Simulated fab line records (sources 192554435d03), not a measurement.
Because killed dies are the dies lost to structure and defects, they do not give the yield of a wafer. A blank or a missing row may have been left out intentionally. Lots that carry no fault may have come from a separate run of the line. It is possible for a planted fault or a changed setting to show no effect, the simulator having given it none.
Split-lot study -- flow n5 finfet -- 7 lots, 21 wafers read, on a route of 1938 steps

== ON THE SPLIT ==
At N5_BEOL_M3_COAT_76 (time 60 s, resist thk 5 nm), the setting spin rpm was moved away from the recipe's 1500 rpm on 3 of the 21 wafers read, by +6.3% to +8.5%. This setting was run at the recipe's value on the other wafers.

== FROM THE SPLIT TO THE READING: what the file shows between them, 7 steps ==
- N5_BEOL_M3_COAT_22: resist thk 30 nm (also split here: spin rpm)
- N5_BEOL_M3_EBR_24
- N5_BEOL_M3_SOFTBAKE_23: time 60 s
- N5_BEOL_M3_EXPOSE_25: exposes mask V2, defocus 5 nm
- N5_BEOL_M3_PEB_26: peb time 60 s
- N5_BEOL_M3_DEVELOP_27: develop time 30 s
- N5_BEOL_M3_DESCUM_33: chemistry O2, time 7 s

== THE READING ==
etch.depth nm (the simulator's own value, which no gauge read), in nm, at N5_BEOL_M3_ETCH_77 (etches underlayer in N2/H2, target depth 6.5 nm, time 5.2 s). The file gives no usual value for it. The 18 wafers here that ran the recipe average 4.989 nm, standard deviation 0.015 nm.

wafer,"tool, chamber at the split","spin rpm as run, rpm",against the recipe,"etch.depth nm, nm",against lot-mates on the recipe
L078.1,"litho track-02, 0",1500,recipe,4.979,-
L078.3,"litho track-02, 0",1500,recipe,4.981,-
L078.5,"litho track-02, 0",1500,recipe,4.994,-
L080.2,"litho track-02, 0",1500,recipe,5.018,-
L080.3,"litho track-02, 0",1500,recipe,5.014,-
L080.4,"litho track-02, 0",1500,recipe,4.996,-
L082.3,"litho track-04, 0",1500,recipe,4.99,-
L082.5,"litho track-04, 0",1500,recipe,5.004,-
L082.6,"litho track-04, 0",1500,recipe,4.995,-
L085.1,"litho track-04, 0",1627,+8.5%,4.792,-0.193
L085.5,"litho track-04, 0",1500,recipe,4.993,-
L085.6,"litho track-04, 0",1500,recipe,4.977,-
L089.3,"litho track-04, 0",1500,recipe,4.981,-
L089.5,"litho track-04, 0",1500,recipe,4.957,-
L089.6,"litho track-04, 0",1500,recipe,4.979,-
L092.2,"litho track-02, 0",1500,recipe,4.986,-
L092.5,"litho track-02, 0",1500,recipe,4.997,-
L092.6,"litho track-02, 0",1500,recipe,4.993,-
L094.1,"litho track-02, 0",1594,+6.3%,4.847,-0.119
L094.3,"litho track-02, 0",1594,+6.3%,4.851,-0.115
L094.4,"litho track-02, 0",1500,recipe,4.966,-

FIT RESULTS
A straight line over all 21 wafers: etch.depth nm changes by -0.0228 nm for each +1% of spin rpm; r = -0.97; the points scatter about the line by 0.014 nm.
The same after taking each lot's own level away (the mean of its wafers on the recipe; 21 wafers): -0.0207 nm for each +1%; r = -0.99; scatter 0.0094 nm.
According to that fit, moving spin rpm by its largest amount changes the reading by 0.18 nm.
Measured against the standard deviation above, the lots' own levels, which go from 4.9660 to 5.0093 nm, span 2.9 times it.
In other words, the slope is changed by the lot-to-lot level; the two fits disagree.
Check: with one of the wafers moved furthest among these (+8.5%) left out of the fit, the line predicts -0.158 nm for it against its lot-mates. Against them it came out at -0.193 nm.

== THE OTHER SPLITS THESE WAFERS WENT THROUGH ==
Other splits were also applied to these wafers ahead of the reading. Each is held against what the fit with the lots' levels taken away leaves over:
other split on the same wafers,wafers away from the commonest value,r with etch.depth nm (lot level and that fit taken away)
N5_MOL_CONTACT_COAG_ALD_123 ald cycles,8,-0.06
N5_MOL_CONTACT_COAG_VIA_ETCH_46 bias w,7,+0.27
N5_MOL_CONTACT_COAG_COAT_34 spin rpm,6,+0.15
N5_BEOL_M0_SAQP_COAT_08 spin rpm,7,-0.14
N5_BEOL_M0_ETCH_138 source w,4,+0.35
N5_BEOL_M0_ETCH_128 source w,7,+0.01
N5_BEOL_M1_ALD_98 ald cycles,8,+0.03
N5_BEOL_M2_COAT_67 spin rpm,7,-0.28
N5_BEOL_M2_COAT_76 time s,6,-0.15
N5_BEOL_M3_COAT_22 spin rpm,5,+0.09

== THE FILE'S OWN FIT ==
etch.depth nm changes by -0.0213 nm for each +1% of spin rpm, r = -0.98.
